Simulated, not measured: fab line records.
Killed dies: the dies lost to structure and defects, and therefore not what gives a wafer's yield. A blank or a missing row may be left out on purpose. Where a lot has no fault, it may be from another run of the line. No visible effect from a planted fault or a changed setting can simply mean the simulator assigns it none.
Chamber matching ; flow nandHarc ; NHARC_THIN_TSV_DEP_47 on pecvd-02: 3 sister chambers
The step deposits SiO2, target thk 200 nm. 6 wafers are shown with their chamber, then 9 later ones without.

WAFERS WITH THEIR CHAMBER
wafer;chamber;throttleValvePct (%)
L141.2;1;15.3
L141.4;2;16.3
L141.5;0;14.5
L147.3;0;14.6
L147.5;2;16.3
L147.6;1;15.4

WAFERS MISSING THEIR CHAMBER
wafer;throttleValvePct (%)
L152.2;15.1
L152.3;16.2
L152.6;15.7
L153.1;15.0
L153.4;16.3
L153.5;15.0
L156.2;14.9
L156.4;15.2
L156.5;16.2

WHICH CHAMBER EACH ONE RAN IN
wafer;from the rows above;in truth
L152.2;1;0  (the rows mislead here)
L152.3;2;2
L152.6;1;1
L153.1;can't be placed: 1 or 0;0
L153.4;2;2
L153.5;can't be placed: 1 or 0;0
L156.2;can't be placed: 0 or 1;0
L156.4;1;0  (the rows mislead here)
L156.5;2;2
Placed correctly: 4 of 9. These rows do not allow placing 3 (true chamber among the candidates in 3). 2 placed wrongly.
How it was worked out, from the rows above alone: a wafer's distance from a chamber is the root of the sum, over the readings, of the square of ((its reading less the chamber's mean) divided by the reading's scatter). The wafer belongs to the nearest chamber; if the next one is less than 2 further off, it can't be placed. For every chamber, the mean is computed from those of its wafers that are shown. The scatter is the square root of a quotient: the sum, over the shown wafers, of each reading's squared deviation from its chamber's mean, divided by wafers minus chambers.
